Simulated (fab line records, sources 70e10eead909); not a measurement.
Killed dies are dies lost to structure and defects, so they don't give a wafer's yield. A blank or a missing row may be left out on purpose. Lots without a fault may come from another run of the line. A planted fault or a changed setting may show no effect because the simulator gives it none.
Chamber matching | flow nand_harc | NHARC_A_CHANNEL_FILL_D1_STRIP_28 on rie_diel-05: 4 sister chambers
The step strips in O2, time 20 s. 16 wafers are shown with their chamber, then 8 later ones without.

WAFERS WITH THEIR CHAMBER
wafer  | chamber | showerhead_plenum_p_Torr (Torr) | drypump_motor_current_A (A) | oes_product_au (a.u.)
L173.2 | 1       | 3.49                            | 6.0                         | 1.007
L173.3 | 0       | 3.51                            | 6.0                         | 0.969
L173.4 | 2       | 3.65                            | 5.6                         | 1.006
L174.3 | 1       | 3.49                            | 6.0                         | 1.019
L174.5 | 0       | 3.51                            | 6.0                         | 0.980
L174.6 | 1       | 3.49                            | 6.0                         | 1.010
L176.3 | 2       | 3.65                            | 5.6                         | 1.004
L176.4 | 3       | 3.30                            | 5.5                         | 1.001
L176.5 | 2       | 3.65                            | 5.5                         | 1.001
L178.1 | 3       | 3.30                            | 5.5                         | 1.009
L178.4 | 0       | 3.51                            | 6.0                         | 0.988
L178.5 | 3       | 3.30                            | 5.5                         | 1.015
L182.2 | 2       | 3.65                            | 5.6                         | 1.000
L182.3 | 0       | 3.50                            | 6.0                         | 0.992
L182.6 | 0       | 3.51                            | 6.0                         | 0.979
L186.2 | 2       | 3.65                            | 5.6                         | 1.004

SIGNATURES (means of the wafers above)
reading                  | chamber 0 | chamber 1 | chamber 2 | chamber 3 | scatter within a chamber
showerhead_plenum_p_Torr | 3.5080    | 3.4900    | 3.6500    | 3.3000    | 0.00258
drypump_motor_current_A  | 6.000     | 6.000     | 5.580     | 5.500     | 0.0258
oes_product_au           | 0.98160   | 1.01200   | 1.00300   | 1.00833   | 0.00657
Rule: a wafer's distance from a chamber is the root of the sum, over the readings, of the square of ((its reading less the chamber's mean) divided by the reading's scatter). The wafer belongs to the nearest chamber; if the next one is less than 2 further off, it can't be placed. The scatter: the root of (the sum of the squares of (reading less its chamber's mean) over the shown wafers, divided by (wafers less chambers)).

WAFERS WITHOUT THEIR CHAMBER
wafer  | showerhead_plenum_p_Torr (Torr) | drypump_motor_current_A (A) | oes_product_au (a.u.)
L186.3 | 3.48                            | 6.0                         | 0.988
L186.6 | 3.50                            | 6.0                         | 0.980
L187.3 | 3.30                            | 5.5                         | 1.006
L187.4 | 3.50                            | 6.0                         | 0.977
L187.5 | 3.65                            | 5.6                         | 1.014
L189.1 | 3.49                            | 6.0                         | 0.991
L189.3 | 3.65                            | 5.6                         | 1.006
L189.4 | 3.50                            | 6.0                         | 0.984

WHICH CHAMBER EACH WENT THROUGH
wafer  | from the rows above | in truth
L186.3 | 1                   | 1
L186.6 | 0                   | 0
L187.3 | 3                   | 3
L187.4 | 0                   | 0
L187.5 | 2                   | 2
L189.1 | 1                   | 1
L189.3 | 2                   | 2
L189.4 | 0                   | 0
Placed correctly: 8 of 8. Can't be placed from these rows: 0. Placed wrongly: 0.
